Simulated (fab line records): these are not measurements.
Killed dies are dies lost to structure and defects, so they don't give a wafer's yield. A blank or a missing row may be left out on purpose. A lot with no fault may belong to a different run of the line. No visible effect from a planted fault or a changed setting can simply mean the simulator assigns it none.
Which of the tools did it? :: flow nand_harc :: 11 lots with 33 wafers sampled at 8 steps, on a route of 1302 steps

== WHAT EACH GAUGE READ, for each wafer ==
NHARC_A_ONON_D2_THK_MEAS_18: measures by ellipsometry. Usual: thk_nm at 999 nm, with a standard deviation of 8.4.
lot: L196
measured: day 12 19:51
on: film_metro-02
thk_nm (nm): 1016 1015 1017
flag: 

lot: L197
measured: day 14 00:40
on: film_metro-02
thk_nm (nm): 1008 1009 1008
flag: 

lot: L199
measured: day 14 05:49
on: film_metro-02
thk_nm (nm): 1000 1000 999
flag: 

lot: L201
measured: day 15 02:07
on: film_metro-01
thk_nm (nm): 1008 1010 1010
flag: 

lot: L200
measured: day 15 02:07
on: film_metro-02
thk_nm (nm): 995 994 995
flag: 

lot: L202
measured: day 15 16:29
on: film_metro-01
thk_nm (nm): 996 997 996
flag: 

lot: L207
measured: day 17 17:56
on: film_metro-01
thk_nm (nm): 999 997 997
flag: 

lot: L209
measured: day 18 14:32
on: film_metro-02
thk_nm (nm): 992 991 992
flag: 

lot: L212
measured: day 19 12:53
on: film_metro-02
thk_nm (nm): 994 992 993
flag: 

lot: L215
measured: day 20 22:46
on: film_metro-02
thk_nm (nm): 1007 1006 1004
flag: 

lot: L216
measured: day 21 06:25
on: film_metro-01
thk_nm (nm): 1013 1012 1012
flag: 

NHARC_A_ONON_D2_THK_MEAS_24: measures by ellipsometry. Usual: thk_nm at 1004 nm, with a standard deviation of 8.2.
lot: L196
measured: day 12 20:59
on: film_metro-02
thk_nm (nm): 996 995 996
flag: 

lot: L197
measured: day 14 01:48
on: film_metro-01
thk_nm (nm): 999 1002 1001
flag: 

lot: L199
measured: day 14 06:56
on: film_metro-02
thk_nm (nm): 1007 1008 1007
flag: 

lot: L201
measured: day 15 03:16
on: film_metro-02
thk_nm (nm): 1003 1002 1005
flag: 

lot: L200
measured: day 15 03:16
on: film_metro-01
thk_nm (nm): 1003 1004 1006
flag: 

lot: L202
measured: day 15 17:37
on: film_metro-01
thk_nm (nm): 992 991 991
flag: 

lot: L207
measured: day 17 19:04
on: film_metro-01
thk_nm (nm): 998 1000 998
flag: 

lot: L209
measured: day 18 15:40
on: film_metro-01
thk_nm (nm): 1008 1008 1007
flag: 

lot: L212
measured: day 19 14:01
on: film_metro-02
thk_nm (nm): 1013 1014 1014
flag: 

lot: L215
measured: day 20 23:53
on: film_metro-01
thk_nm (nm): 1010 1009 1011
flag: 

lot: L216
measured: day 21 07:34
on: film_metro-02
thk_nm (nm): 998 1001 1002
flag: 

NHARC_A_CHANNEL_HOLE_D2_CD_MEAS_10: target cd 100 nm. Usual: cd_nm at 100.0 nm, with a standard deviation of 0.41.
lot: L196
measured: day 13 02:55
on: cd_sem-01
cd_nm (nm): 100.1 100.8 99.5
flag: 

lot: L197
measured: day 14 09:40
on: cd_sem-01
cd_nm (nm): 100.4 99.6 100.1
flag: 

lot: L199
measured: day 14 11:32
on: cd_sem-01
cd_nm (nm): 100.2 99.9 99.7
flag: 

lot: L201
measured: day 15 10:53
on: cd_sem-03
cd_nm (nm): 99.2 99.9 99.1
flag: 

lot: L200
measured: day 15 10:44
on: cd_sem-01
cd_nm (nm): 100.6 100.7 101.4
flag: 

lot: L202
measured: day 16 03:26
on: cd_sem-02
cd_nm (nm): 99.9 100.1 100.1
flag: 

lot: L207
measured: day 18 01:58
on: cd_sem-03
cd_nm (nm): 105.5 105.8 105.4
flag: OFF

lot: L209
measured: day 18 21:20
on: cd_sem-02
cd_nm (nm): 103.5 104.0 104.0
flag: OFF

lot: L212
measured: day 19 18:40
on: cd_sem-01
cd_nm (nm): 100.3 99.9 99.8
flag: 

lot: L215
measured: day 21 09:56
on: cd_sem-02
cd_nm (nm): 100.6 100.4 100.2
flag: 

lot: L216
measured: day 21 11:57
on: cd_sem-02
cd_nm (nm): 99.9 99.3 100.1
flag: 

NHARC_A_CHANNEL_HOLE_D2_CD_MEAS_31. Usual: cd_nm at 89.7 nm, with a standard deviation of 0.9.
lot: L196
measured: day 13 09:50
on: cd_sem-02
cd_nm (nm): 89.4 89.8 88.4
flag: 

lot: L197
measured: day 14 16:33
on: cd_sem-02
cd_nm (nm): 89.5 89.5 89.6
flag: 

lot: L199
measured: day 14 20:43
on: cd_sem-01
cd_nm (nm): 91.2 90.5 90.2
flag: 

lot: L201
measured: day 15 19:30
on: cd_sem-01
cd_nm (nm): 88.2 87.6 88.9
flag: 

lot: L200
measured: day 15 17:38
on: cd_sem-02
cd_nm (nm): 91.4 89.8 92.1
flag: 

lot: L202
measured: day 16 13:28
on: cd_sem-03
cd_nm (nm): 88.7 90.7 90.4
flag: 

lot: L207
measured: day 18 11:10
on: cd_sem-03
cd_nm (nm): 94.9 94.9 95.3
flag: OFF

lot: L209
measured: day 19 04:14
on: cd_sem-01
cd_nm (nm): 94.2 93.6 94.4
flag: OFF

lot: L212
measured: day 20 02:42
on: cd_sem-03
cd_nm (nm): 89.2 89.1 90.5
flag: 

lot: L215
measured: day 21 16:59
on: cd_sem-02
cd_nm (nm): 88.4 89.1 89.0
flag: 

lot: L216
measured: day 21 18:59
on: cd_sem-03
cd_nm (nm): 89.7 89.6 88.9
flag: 

NHARC_END_SORT_01. Usual: killed_at_array 47, standard deviation 14; killed_at_other 0.5, standard deviation 0.72; killed_at_periphery 4, standard deviation 3.1; killed_dies 52, standard deviation 15; killed_open 3.2, standard deviation 1.9; killed_short 2.4, standard deviation 1.7.
lot: L212
measured: day 33 14:49
on: prober-01
killed_at_array: 61 49 33
killed_at_other: 2 2 1
killed_at_periphery: 10 5 6
killed_dies: 73 56 40
killed_open: 1 3 1
killed_short: 1 3 1
flag: 

== WHICH TOOL RAN EACH LOT (tool, then ch and the chambers of the sampled wafers, then the start) ==
lot: L196
NHARC_A_CHANNEL_HOLE_D2_PEB_08: litho_track-06 ch 0, day 13 02:50
NHARC_A_CHANNEL_HOLE_D2_ETCH_38: rie_diel-11 ch 0,1,2, day 13 03:13
NHARC_A_CHANNEL_HOLE_D2_XSEM_32: xsem-02 ch 0, day 13 09:56

lot: L197
NHARC_A_CHANNEL_HOLE_D2_PEB_08: litho_track-04 ch 0, day 14 09:35
NHARC_A_CHANNEL_HOLE_D2_ETCH_38: rie_diel-10 ch 1,2, day 14 09:57
NHARC_A_CHANNEL_HOLE_D2_XSEM_32: xsem-01 ch 0, day 14 16:38

lot: L199
NHARC_A_CHANNEL_HOLE_D2_PEB_08: litho_track-04 ch 0, day 14 11:28
NHARC_A_CHANNEL_HOLE_D2_ETCH_38: rie_diel-11 ch 0,2,3, day 14 11:49
NHARC_A_CHANNEL_HOLE_D2_XSEM_32: xsem-01 ch 0, day 14 20:49

lot: L201
NHARC_A_CHANNEL_HOLE_D2_PEB_08: litho_track-06 ch 0, day 15 10:49
NHARC_A_CHANNEL_HOLE_D2_ETCH_38: rie_diel-10 ch 0,1,2, day 15 11:10
NHARC_A_CHANNEL_HOLE_D2_XSEM_32: xsem-02 ch 0, day 15 19:36

lot: L200
NHARC_A_CHANNEL_HOLE_D2_PEB_08: litho_track-01 ch 0, day 15 10:39
NHARC_A_CHANNEL_HOLE_D2_ETCH_38: rie_diel-11 ch 0,1,3, day 15 11:00
NHARC_A_CHANNEL_HOLE_D2_XSEM_32: xsem-02 ch 0, day 15 17:43

lot: L202
NHARC_A_CHANNEL_HOLE_D2_PEB_08: litho_track-01 ch 0, day 16 03:22
NHARC_A_CHANNEL_HOLE_D2_ETCH_38: rie_diel-11 ch 1,2,3, day 16 03:43
NHARC_A_CHANNEL_HOLE_D2_XSEM_32: xsem-02 ch 0, day 16 13:33

lot: L207
NHARC_A_CHANNEL_HOLE_D2_PEB_08: litho_track-04 ch 0, day 18 01:53
NHARC_A_CHANNEL_HOLE_D2_ETCH_38: rie_diel-12 ch 0,2,3, day 18 02:14
NHARC_A_CHANNEL_HOLE_D2_XSEM_32: xsem-01 ch 0, day 18 11:16

lot: L209
NHARC_A_CHANNEL_HOLE_D2_PEB_08: litho_track-04 ch 0, day 18 21:16
NHARC_A_CHANNEL_HOLE_D2_ETCH_38: rie_diel-11 ch 0,1,3, day 18 21:37
NHARC_A_CHANNEL_HOLE_D2_XSEM_32: xsem-01 ch 0, day 19 04:20

lot: L212
NHARC_A_CHANNEL_HOLE_D2_PEB_08: litho_track-06 ch 0, day 19 18:34
NHARC_A_CHANNEL_HOLE_D2_ETCH_38: rie_diel-12 ch 0,1,3, day 19 18:56
NHARC_A_CHANNEL_HOLE_D2_XSEM_32: xsem-02 ch 0, day 20 02:47

lot: L215
NHARC_A_CHANNEL_HOLE_D2_PEB_08: litho_track-06 ch 0, day 21 09:51
NHARC_A_CHANNEL_HOLE_D2_ETCH_38: rie_diel-12 ch 0,2,3, day 21 10:12
NHARC_A_CHANNEL_HOLE_D2_XSEM_32: xsem-02 ch 0, day 21 17:04

lot: L216
NHARC_A_CHANNEL_HOLE_D2_PEB_08: litho_track-01 ch 0, day 21 11:52
NHARC_A_CHANNEL_HOLE_D2_ETCH_38: rie_diel-10 ch 0,2,3, day 21 12:13
NHARC_A_CHANNEL_HOLE_D2_XSEM_32: xsem-01 ch 0, day 21 19:04
- NHARC_A_CHANNEL_HOLE_D2_PEB_08: peb time 65 s.
- NHARC_A_CHANNEL_HOLE_D2_ETCH_38: etches the open film in CF4, target depth 39 nm, time 65 s.
- NHARC_A_CHANNEL_HOLE_D2_XSEM_32

== AS READ BY THE TOOLS THEMSELVES (means over the sampled wafers that have a number; for cases with no such wafer, the mark the record gives instead) ==
NHARC_A_CHANNEL_HOLE_D2_ETCH_38. Usual: drypump_motor_current_A 5.9 A, standard deviation 0.43; oes_product_au 1.003 a.u., standard deviation 0.0069; rf_vpp_V 151.6 V, standard deviation 1; showerhead_plenum_p_Torr 1.79 Torr, standard deviation 0.058; throttle_valve_pct 13.285 %, standard deviation 0.0088.
lot: L196
tool: rie_diel-11
drypump_motor_current_A (A): 5.8
oes_product_au (a.u.): 1.001
rf_vpp_V (V): 151.6
showerhead_plenum_p_Torr (Torr): 1.79
throttle_valve_pct (%): 13.291
flag: 

lot: L197
tool: rie_diel-10
drypump_motor_current_A (A): 5.4
oes_product_au (a.u.): 0.996
rf_vpp_V (V): 151.0
showerhead_plenum_p_Torr (Torr): 1.74
throttle_valve_pct (%): 13.287
flag: 

lot: L199
tool: rie_diel-11
drypump_motor_current_A (A): 5.6
oes_product_au (a.u.): 1.008
rf_vpp_V (V): 153.2
showerhead_plenum_p_Torr (Torr): 1.83
throttle_valve_pct (%): 13.286
flag: 

lot: L201
tool: rie_diel-10
drypump_motor_current_A (A): 5.8
oes_product_au (a.u.): 1.008
rf_vpp_V (V): 151.0
showerhead_plenum_p_Torr (Torr): 1.77
throttle_valve_pct (%): 13.281
flag: 

lot: L200
tool: rie_diel-11
drypump_motor_current_A (A): 5.7
oes_product_au (a.u.): 1.002
rf_vpp_V (V): 152.6
showerhead_plenum_p_Torr (Torr): 1.82
throttle_valve_pct (%): 13.283
flag: 

lot: L202
tool: rie_diel-11
drypump_motor_current_A (A): 5.7
oes_product_au (a.u.): 0.996
rf_vpp_V (V): 151.9
showerhead_plenum_p_Torr (Torr): 1.82
throttle_valve_pct (%): 13.290
flag: 

lot: L207
tool: rie_diel-12
drypump_motor_current_A (A): 6.2
oes_product_au (a.u.): 1.006
rf_vpp_V (V): 151.6
showerhead_plenum_p_Torr (Torr): 1.77
throttle_valve_pct (%): 13.280
flag: 

lot: L209
tool: rie_diel-11
drypump_motor_current_A (A): 5.7
oes_product_au (a.u.): 1.009
rf_vpp_V (V): 151.7
showerhead_plenum_p_Torr (Torr): 1.82
throttle_valve_pct (%): 13.273
flag: 

lot: L212
tool: rie_diel-12
drypump_motor_current_A (A): 6.2
oes_product_au (a.u.): 1.009
rf_vpp_V (V): 151.4
showerhead_plenum_p_Torr (Torr): 1.74
throttle_valve_pct (%): 13.282
flag: 

lot: L215
tool: rie_diel-12
drypump_motor_current_A (A): 6.3
oes_product_au (a.u.): 1.009
rf_vpp_V (V): 151.1
showerhead_plenum_p_Torr (Torr): 1.77
throttle_valve_pct (%): 13.283
flag: 

lot: L216
tool: rie_diel-10
drypump_motor_current_A (A): 6.0
oes_product_au (a.u.): 1.001
rf_vpp_V (V): 151.5
showerhead_plenum_p_Torr (Torr): 1.81
throttle_valve_pct (%): 13.278
flag: 

NHARC_A_CHANNEL_HOLE_D2_XSEM_32. Usual: bot_cd_nm 74.3 nm, standard deviation 1.1; bow_nm 8.62 nm, standard deviation 0.3; tilt_deg 0.07 degrees, standard deviation 0.038.
lot: L196
tool: xsem-02
bot_cd_nm (nm): 74.4
bow_nm (nm): 8.66
tilt_deg (degrees): 0.05
flag: 

lot: L197
tool: xsem-01
bot_cd_nm (nm): 74.4
bow_nm (nm): 8.48
tilt_deg (degrees): 0.06
flag: 

lot: L199
tool: xsem-01
bot_cd_nm (nm): 75.8
bow_nm (nm): 8.73
tilt_deg (degrees): 0.03
flag: 

lot: L201
tool: xsem-02
bot_cd_nm (nm): 72.4
bow_nm (nm): 9.09
tilt_deg (degrees): 0.06
flag: 

lot: L200
tool: xsem-02
bot_cd_nm (nm): 75.3
bow_nm (nm): 9.20
tilt_deg (degrees): 0.12
flag: 

lot: L202
tool: xsem-02
bot_cd_nm (nm): 72.9
bow_nm (nm): 8.38
tilt_deg (degrees): 0.07
flag: 

lot: L207
tool: xsem-01
bot_cd_nm (nm): 79.8
bow_nm (nm): 8.69
tilt_deg (degrees): 0.09
flag: OFF

lot: L209
tool: xsem-01
bot_cd_nm (nm): 79.0
bow_nm (nm): 8.84
tilt_deg (degrees): 0.03
flag: OFF

lot: L212
tool: xsem-02
bot_cd_nm (nm): 74.2
bow_nm (nm): 8.20
tilt_deg (degrees): 0.02
flag: 

lot: L215
tool: xsem-02
bot_cd_nm (nm): 73.5
bow_nm (nm): 8.20
tilt_deg (degrees): 0.07
flag: 

lot: L216
tool: xsem-01
bot_cd_nm (nm): 74.3
bow_nm (nm): 8.55
tilt_deg (degrees): 0.11
flag: 

== THE ANSWER, worked out from the rows above alone ==
Rule: take the mean of a lot's wafers that have a number; if it is more than 3 standard deviations from the usual mean, the lot is off. A lot without any number at a reading at which 4 lots or more have one is off too. Any other lot the step has rows for is counted as sound. The gauges are gone through in route order, then the tools' own readings, and for those a lot's mean is taken as printed above. At the first step where some lot is off, the reading lying furthest off is the one used; lots without a number count as furthest.
Off at NHARC_A_CHANNEL_HOLE_D2_CD_MEAS_10 (cd_nm): L207, L209.
A tool fits if, at a process step before that reading, it ran every lot that is off, and no sound lot after the first of them. Not tried: the gauges at NHARC_A_CHANNEL_HOLE_D2_CD_MEAS_10; whatever is off there is also off at NHARC_A_CHANNEL_HOLE_D2_XSEM_32, on other tools, and gauge error can't account for it. One fits: NHARC_A_CHANNEL_HOLE_D2_PEB_08 on litho_track-04. A fault onset in the window from L199 (day 14 11:28, its last sound lot) to L207 (day 18 01:53, its first lot off) fits.

== WHAT THE SIMULATOR HAD PUT IN ==
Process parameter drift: litho_track-04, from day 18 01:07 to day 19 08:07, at NHARC_A_CHANNEL_HOLE_D2_PEB_08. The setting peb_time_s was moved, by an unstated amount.
Lots struck among those shown: L207, L209. Same finding as the rule above.
